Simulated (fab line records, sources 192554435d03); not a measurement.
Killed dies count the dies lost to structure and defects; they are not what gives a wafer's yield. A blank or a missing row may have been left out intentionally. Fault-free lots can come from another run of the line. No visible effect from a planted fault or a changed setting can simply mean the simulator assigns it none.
A lot that was struck, set against a sound lot ; flow n5Finfet ; 33 out of 1938 route steps
Sound: these wafers, L231.1, L231.2, L231.5. Struck: wafer L243.5. The cause is named last.
For every step that has rows: the tool of each side, followed by ch and its chambers, followed by its first start. Under that, the readings that differ: sound wafers ; struck wafers ; difference of the means ; sigmas: that difference in standard deviations of wafers without a fault.
alike: words and numbers the same on both sides, and readings whose means are apart by under 2 such deviations; not compared: readings that were withheld, readings missing a value for some wafer, numbers with overlapping values and no deviation given by the record, and bounds like >300 which may hide the same value.
The two part at a step that has a row with sigmas, a row that says differs or no value, or rows on one side only. Non-overlapping numbers with no deviation appear without sigmas and do not part them. Lack of a reading on every wafer of one side parts them only where that side has two or more wafers.

first, 2 steps without rows for these wafers: N5_BEOL_M1_ANNEAL_91 (time 240 s); N5_BEOL_M1_SPUTTER_92 (material Cu, target thk 4.5 nm, time 8.29 s).
N5_BEOL_M1_ANNEAL_93: time 240 s.
  struck on pvdSputter-03, day 10 15:10; sound on pvdSputter-01, day 7 11:40
  alike: heaterPowerW, susceptorTempC
N5_BEOL_M1_SPUTTER_94: material Cu, target thk 4.5 nm, time 8.29 s.
  struck on pvdSputter-03, day 10 15:16; sound on pvdSputter-01, day 7 11:48
  alike: chuckSensorTempC, susceptorTempC, throttleValvePct
N5_BEOL_M1_ANNEAL_95: time 240 s.
  struck on pvdSputter-03, day 10 15:23; sound on pvdSputter-01, day 7 11:53
  alike: heaterPowerW, susceptorTempC
then, 4 steps without rows for these wafers: N5_BEOL_M1_SPUTTER_96 (material Cu, target thk 4.5 nm, time 8.29 s); N5_BEOL_M1_ECD_50 (material Cu, target thk 300 nm); N5_BEOL_M1_ANNEAL_51 (time 90 s); N5_BEOL_M1_CMP_52 (polishes, stops on SiOC, t overpolish 6.8 s, target thk 40 nm).
N5_BEOL_M1_THK_MEAS_53: measures by xrf.
  struck on filmMetro-02, day 10 16:43; sound on filmMetro-02, day 7 12:49
reading;sound;struck;difference;sigmas
M1_THK (nm);37.7 39.1 39.0;41.9;+3.3;+3
then, 2 steps without rows for these wafers: N5_BEOL_M1_PRE_CLEAN_60 (time 15 s); N5_BEOL_M1_CO_CAP_55 (material Co, precursor CCTBA/H2, target thk 2 nm, time 102.1 s).
N5_BEOL_M1_PRE_CLEAN_56: time 15 s.
  sound on pecvd-01 ch 0,1, day 7 12:59; struck on pecvd-01 ch 2, day 10 16:53
N5_BEOL_M1_DEP_57: deposits SiCN from 3MS/NH3, target thk 8 nm, time 14 s.
  sound on pecvd-01 ch 0,1, day 7 13:00; struck on pecvd-01 ch 2, day 10 16:55
  alike: showerheadPlenumPTorr, throttleValvePct
N5_BEOL_M1_RS_MEAS_58: measurement is done with a four-point probe.
  struck on filmMetro-02, day 10 16:58; sound on filmMetro-01, day 7 13:04
reading;sound;struck;difference;sigmas
M1_RS (ohm/sq);0.734 0.698 0.700;0.634;-0.077;-3
N5_BEOL_M1_INSPECT_59: inspects for defects (darkfield).
  struck on defectInspect-02, day 10 16:59; sound on defectInspect-02, day 7 13:05
reading;sound;struck;difference;sigmas
rawDefectCount;65 47 49;614;+560;+31
then, 1 step without rows for these wafers: N5_BEOL_M2_ILD_DEP_00 (deposits SiOC from DEMS/O2, target thk 79 nm, time 15.3 s).
N5_BEOL_M2_THK_MEAS_01:
  struck on filmMetro-01, day 10 17:07; sound on filmMetro-02, day 7 13:12
  alike: M2_ILD_THK
N5_BEOL_M2_PECVD_72: deposits SiO2 from TEOS/O2, target thk 16 nm, time 18 s.
  sound on pecvd-01 ch 0,1,2, day 7 13:14; struck on pecvd-03 ch 2, day 10 17:10
  alike: heaterPowerW, showerheadPlenumPTorr, susceptorTempC, throttleValvePct
then, 10 steps without rows for these wafers: N5_BEOL_M2_HM_DEP_02 (deposits TiN, target thk 20 nm); N5_BEOL_M2_COAT_61 (time 60 s, resist thk 60 nm); N5_BEOL_M2_COAT_62 (time 60 s, resist thk 12 nm); N5_BEOL_M2_COAT_73 (time 60 s, resist thk 5 nm); N5_BEOL_M2_COAT_05 (resist thk 30 nm); N5_BEOL_M2_EBR_07; N5_BEOL_M2_SOFTBAKE_06 (time 60 s); N5_BEOL_M2_EXPOSE_08 (exposes mask M2); N5_BEOL_M2_PEB_09 (peb time 60 s); N5_BEOL_M2_DEVELOP_10 (develop time 30 s).
N5_BEOL_M2_CD_MEAS_11: target cd 16.79 nm.
  sound on cdSem-01 ch 0, day 7 14:19; struck on cdSem-02 ch 0, day 10 20:17
  alike: cdNm
N5_BEOL_M2_OVL_MEAS_12:
  sound on overlay-01 ch 0, day 7 14:20; struck on overlay-01 ch 0, day 10 20:20
  alike: M2_OVL
N5_BEOL_M2_INSPECT_13: inspects for defects (brightfield).
  struck on defectInspect-01, day 10 20:22; sound on defectInspect-02, day 7 14:24
reading;sound;struck;difference;sigmas
rawDefectCount;408 431 449;893;+464;+5
then, 1 step without rows for these wafers: N5_BEOL_M2_DESCUM_16 (chemistry O2, time 7 s).

WHERE THEY PART
At N5_BEOL_M1_THK_MEAS_53 first; at N5_BEOL_M2_INSPECT_13 last (within this record only).

WHY: what the simulator had put in
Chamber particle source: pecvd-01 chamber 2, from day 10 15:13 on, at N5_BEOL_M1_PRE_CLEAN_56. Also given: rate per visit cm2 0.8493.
